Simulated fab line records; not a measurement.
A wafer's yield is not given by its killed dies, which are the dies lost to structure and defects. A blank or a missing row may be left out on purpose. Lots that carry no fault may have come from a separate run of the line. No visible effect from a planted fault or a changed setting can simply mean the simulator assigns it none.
Which tool is to blame? ; flow n5_finfet ; Sampling: 10 lots, 29 wafers, 6 of 1938 route steps

WHAT EACH GAUGE READ, for each wafer
N5_BEOL_M4_RC_MEAS_101. Usual: DIBL_N 37.1 mV/V, standard deviation 1.8; DIBL_P 37.2 mV/V, standard deviation 2.1; IOFF_N 0.17 nA/um, standard deviation 0.033; IOFF_P 0.22 nA/um, standard deviation 0.037; ION_N 680 uA/um, standard deviation 11; ION_P 464 uA/um, standard deviation 7.7; SS_N 71.7 mV/dec, standard deviation 0.63; SS_P 73.6 mV/dec, standard deviation 0.67; VT_N 248.9 mV, standard deviation 2.9; VT_P -251 mV, standard deviation 3.6.
lot;measured;on;DIBL_N (mV/V);DIBL_P (mV/V);IOFF_N (nA/um);IOFF_P (nA/um);ION_N (uA/um);ION_P (uA/um);SS_N (mV/dec);SS_P (mV/dec);VT_N (mV);VT_P (mV);flag
L749;day 8 19:38;prober-01;37.7 32.4 36.1;39.0 32.8 37.3;0.21 0.11 0.18;0.24 0.15 0.21;684 666 682;467 458 465;72.2 70.6 71.9;74.0 72.1 73.8;244.9 253.1 246.9;-249 -256 -250;
L748;day 9 01:41;prober-02;37.2 34.4 36.1;37.9 34.7 36.9;0.19 0.15 0.16;0.27 0.20 0.24;674 675 679;466 464 473;71.7 72.2 72.1;73.9 72.8 74.3;244.5 250.0 250.0;-245 -248 -245;
L750;day 8 22:56;prober-02;38.7 35.8 34.1;40.6 36.7 33.8;0.22 0.14 0.12;0.26 0.18 0.15;701 676 667;473 455 454;72.0 71.4 71.0;74.6 73.2 72.5;242.9 251.4 251.3;-248 -256 -256;
L751;day 9 10:14;prober-02;36.0 37.9 35.0;36.5 39.2 35.4;0.17 0.21 0.15;0.24 0.29 0.21;691 684 684;468 471 469;71.0 71.7 70.8;73.2 74.4 73.2;248.1 245.2 249.1;-247 -246 -249;
L753;day 9 19:16;prober-02;36.6 37.9 38.8;35.3 38.5 38.1;0.14 0.18 0.19;0.16 0.22 0.21;663 684 681;449 464 463;72.0 72.4 71.7;72.9 74.1 74.2;253.8 248.7 249.6;-254 -253 -253;
L755;day 10 03:49;prober-01;37.7 37.6 34.5;37.9 37.6 35.4;0.15 0.16 0.11;0.19 0.18 0.15;665 673 655;458 454 452;71.3 71.9 70.6;74.0 72.9 73.1;251.8 252.4 255.9;-255 -257 -258;
L759;day 11 19:23;prober-02;37.0 38.2;38.1 39.8;0.16 0.20;0.19 0.23;679 686;458 465;71.3 72.0;74.2 74.5;249.1 248.2;-253 -250;
L760;day 12 19:37;prober-02;38.4 40.1 35.5;37.8 40.3 35.3;0.18 0.21 0.12;0.22 0.27 0.19;676 688 671;461 474 467;70.8 71.5 70.7;73.7 74.3 73.8;247.8 247.0 252.9;-251 -247 -252;
L767;day 14 01:49;prober-02;35.7 35.8 37.6;35.8 34.0 37.0;0.15 0.15 0.17;0.21 0.19 0.22;669 673 674;465 461 468;71.6 72.0 72.0;73.1 72.5 73.2;250.2 251.8 251.1;-251 -252 -249;
L768;day 14 06:01;prober-01;38.4 37.4 37.3;37.9 36.2 35.7;0.20 0.18 0.17;0.24 0.22 0.21;695 678 666;469 461 461;72.2 72.0 71.5;74.3 73.4 73.1;243.4 247.8 249.1;-249 -251 -252;

EACH LOT AND THE TOOL THAT RAN IT (in order: tool; ch and the chambers of the sampled wafers; start)
lot;N5_MOL_CONTACT_COAG_TI_SIL_19;N5_MOL_CONTACT_COAG_SPUTTER_143;N5_MOL_CONTACT_COAG_SPUTTER_130;N5_MOL_CONTACT_COAG_CMP_23;N5_MOL_CONTACT_COAG_ALD_27
L749;pvd_sputter-01, day 5 10:19;pvd_sputter-01, day 5 13:14;pvd_sputter-03, day 5 16:07;cmp-02 ch 1,3, day 5 16:17;ald_sin-03 ch 0,1, day 5 17:07
L748;pvd_sputter-03, day 5 13:05;pvd_sputter-01, day 5 14:34;pvd_sputter-01, day 5 16:52;cmp-04 ch 1,3, day 5 17:04;ald_sin-02 ch 0,2, day 5 18:32
L750;pvd_sputter-03, day 5 19:05;pvd_sputter-01, day 5 21:06;pvd_sputter-02, day 5 23:29;cmp-04 ch 2,3, day 5 23:46;ald_sin-03 ch 1,2,3, day 6 00:35
L751;pvd_sputter-02, day 5 23:15;pvd_sputter-01, day 6 01:50;pvd_sputter-03, day 6 04:23;cmp-01 ch 0,3, day 6 04:35;ald_sin-02 ch 1,2,3, day 6 05:25
L753;pvd_sputter-03, day 6 06:53;pvd_sputter-02, day 6 07:45;pvd_sputter-03, day 6 10:25;cmp-01 ch 0,1,3, day 6 10:38;ald_sin-01 ch 0,3, day 6 11:25
L755;pvd_sputter-01, day 6 18:04;pvd_sputter-03, day 6 19:16;pvd_sputter-02, day 6 22:29;cmp-01 ch 0,1,3, day 6 22:40;ald_sin-01 ch 0,1,2, day 6 23:29
L759;pvd_sputter-01, day 8 02:17;pvd_sputter-01, day 8 03:04;pvd_sputter-03, day 8 05:07;cmp-04 ch 1,3, day 8 05:25;ald_sin-02 ch 1,3, day 8 06:10
L760;pvd_sputter-02, day 8 05:31;pvd_sputter-03, day 8 07:56;pvd_sputter-02, day 8 12:10;cmp-02 ch 0,1,2, day 8 12:25;ald_sin-02 ch 1,2, day 8 13:10
L767;pvd_sputter-02, day 9 18:15;pvd_sputter-01, day 9 19:50;pvd_sputter-02, day 9 23:27;cmp-01 ch 1,2,3, day 9 23:49;ald_sin-01 ch 0,1,3, day 10 00:37
L768;pvd_sputter-02, day 10 02:34;pvd_sputter-01, day 10 04:16;pvd_sputter-02, day 10 07:20;cmp-04 ch 0,1,2, day 10 07:31;ald_sin-01 ch 0,2,3, day 10 08:20
- N5_MOL_CONTACT_COAG_TI_SIL_19: material Ti, target thk 4.2 nm, time 15 s.
- N5_MOL_CONTACT_COAG_SPUTTER_143: material Co, target thk 2.5 nm.
- N5_MOL_CONTACT_COAG_SPUTTER_130: material Co, target thk 47.5 nm.
- N5_MOL_CONTACT_COAG_CMP_23: polishes, stops on SiO2, t overpolish 1.5 s, target thk 0 nm.
- N5_MOL_CONTACT_COAG_ALD_27: deposits SiOC, target thk 17 nm, pulse time 1.5 s, time 2720 s.

AS READ BY THE TOOLS THEMSELVES (means over the sampled wafers that have a number; for cases with no such wafer, the mark the record gives instead)
N5_MOL_CONTACT_COAG_TI_SIL_19. Usual: 29.7 % for throttle_valve_pct, sd 0.92.
lot;tool;throttle_valve_pct (%);flag
L749;pvd_sputter-01;30.6;
L748;pvd_sputter-03;30.3;
L750;pvd_sputter-03;30.2;
L751;pvd_sputter-02;28.8;
L753;pvd_sputter-03;29.9;
L755;pvd_sputter-01;30.2;
L759;pvd_sputter-01;31.8;
L760;pvd_sputter-02;29.2;
L767;pvd_sputter-02;29.4;
L768;pvd_sputter-02;29.0;

N5_MOL_CONTACT_COAG_SPUTTER_143. Usual: 29.9 % for throttle_valve_pct, sd 1.
lot;tool;throttle_valve_pct (%);flag
L749;pvd_sputter-01;30.6;
L748;pvd_sputter-01;30.2;
L750;pvd_sputter-01;29.9;
L751;pvd_sputter-01;31.1;
L753;pvd_sputter-02;29.1;
L755;pvd_sputter-03;29.7;
L759;pvd_sputter-01;30.4;
L760;pvd_sputter-03;29.6;
L767;pvd_sputter-01;31.2;
L768;pvd_sputter-01;30.2;

N5_MOL_CONTACT_COAG_SPUTTER_130. Usual: 29.7 % for throttle_valve_pct, sd 0.97.
lot;tool;throttle_valve_pct (%);flag
L749;pvd_sputter-03;29.6;
L748;pvd_sputter-01;30.7;
L750;pvd_sputter-02;28.6;
L751;pvd_sputter-03;30.3;
L753;pvd_sputter-03;30.3;
L755;pvd_sputter-02;28.7;
L759;pvd_sputter-03;28.8;
L760;pvd_sputter-02;28.4;
L767;pvd_sputter-02;28.7;
L768;pvd_sputter-02;29.1;

N5_MOL_CONTACT_COAG_CMP_23. Usual: motor_current_A 8.2 A, standard deviation 0.63; time_to_endpoint_s 8.3 s, standard deviation 2.4.
lot;tool;motor_current_A (A);time_to_endpoint_s (s);flag
L749;cmp-02;7.6;8.7;
L748;cmp-04;8.4;11.1;
L750;cmp-04;8.9;10.6;
L751;cmp-01;8.4;6.7;
L753;cmp-01;8.5;7.9;
L755;cmp-01;8.3;6.7;
L759;cmp-04;7.9;12.9;
L760;cmp-02;8.3;5.4;
L767;cmp-01;7.8;12.1;
L768;cmp-04;8.9;9.3;

N5_MOL_CONTACT_COAG_ALD_27. Usual: chamber_pressure_Torr 2.000 Torr, standard deviation 0.0042; heater_power_outer_w 527 W, standard deviation 61; heater_power_w 837 W, standard deviation 70; precursor_pulse_height_rel 1.002, standard deviation 0.018.
lot;tool;chamber_pressure_Torr (Torr);heater_power_outer_w (W);heater_power_w (W);precursor_pulse_height_rel;flag
L749;ald_sin-03;1.997;485;814;1.001;
L748;ald_sin-02;1.998;586;916;1.001;
L750;ald_sin-03;1.998;470;776;0.992;
L751;ald_sin-02;1.995;539;860;0.987;
L753;ald_sin-01;2.007;532;803;0.991;
L755;ald_sin-01;2.002;526;842;1.006;
L759;ald_sin-02;1.996;536;864;0.976;
L760;ald_sin-02;1.999;548;845;1.003;
L767;ald_sin-01;2.000;539;819;1.009;
L768;ald_sin-01;2.000;471;758;1.014;

THE ANSWER, worked out from the rows above alone
Rule: a lot is off if the mean of its wafers that have a number lies more than 3 standard deviations from the usual mean. Also off: a lot with no number at a reading for which 4 or more lots have one. All remaining lots with rows at the step are treated as sound. First the gauges in route order, then the tools' own readings, where a lot's mean is used as printed above. The first step at which some lot is off is used, and at that step the reading that is off furthest; a lot without a number counts as furthest.
No lot is off on any of the readings shown, so nothing can be concluded from this.

WHAT THE SIMULATOR HAD PUT IN
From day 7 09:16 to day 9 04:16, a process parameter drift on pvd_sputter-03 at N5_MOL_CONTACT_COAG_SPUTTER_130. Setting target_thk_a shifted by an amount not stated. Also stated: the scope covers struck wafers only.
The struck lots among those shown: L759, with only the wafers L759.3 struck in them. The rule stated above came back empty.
